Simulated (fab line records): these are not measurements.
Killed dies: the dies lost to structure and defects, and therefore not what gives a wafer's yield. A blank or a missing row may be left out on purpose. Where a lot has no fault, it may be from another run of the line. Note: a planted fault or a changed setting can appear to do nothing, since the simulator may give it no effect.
Matching of chambers | flow n5-finfet | N5_BEOL_M13_ETCH_67 on rie-diel-03: 4 sister chambers
The step etches SiARC in CF4, target depth 143 nm, time 238.3 s. 4 wafers are shown with their chamber, then 9 later ones without.

## WAFERS, EACH WITH ITS CHAMBER
wafer  | chamber | showerhead-plenum-p-Torr (Torr)
L089.5 | 1       | 2.16
L093.2 | 2       | 2.10
L093.4 | 0       | 2.17
L093.6 | 3       | 2.19

## WAFERS MISSING THEIR CHAMBER
wafer  | showerhead-plenum-p-Torr (Torr)
L090.1 | 2.19
L090.3 | 2.16
L090.5 | 2.16
L095.1 | 2.16
L095.3 | 2.16
L095.6 | 2.16
L094.3 | 2.16
L094.5 | 2.16
L094.6 | 2.18

## THE CHAMBER EACH PASSED THROUGH
wafer  | from the rows above     | in truth
L090.1 | 3                       | 3
L090.3 | 1                       | 1
L090.5 | 1                       | 1
L095.1 | 1                       | 1
L095.3 | 1                       | 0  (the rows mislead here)
L095.6 | 1                       | 1
L094.3 | 1                       | 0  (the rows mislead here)
L094.5 | 1                       | 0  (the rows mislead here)
L094.6 | can't be placed: 3 or 0 | 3
5 of 9 placed correctly. These rows do not allow placing 1 (true chamber among the candidates in 1). Wrongly placed: 3.
How it was worked out, from the rows above alone: a wafer's distance from a chamber is the root of the sum, over the readings, of the square of ((its reading less the chamber's mean) divided by the reading's scatter). The wafer belongs to the nearest chamber; if the next one is less than 2 further off, it can't be placed. For every chamber, the mean is computed from those of its wafers that are shown. The scatter: with one shown wafer a chamber, the root of the mean of the squares of how far each hidden wafer lies from its nearest shown one.
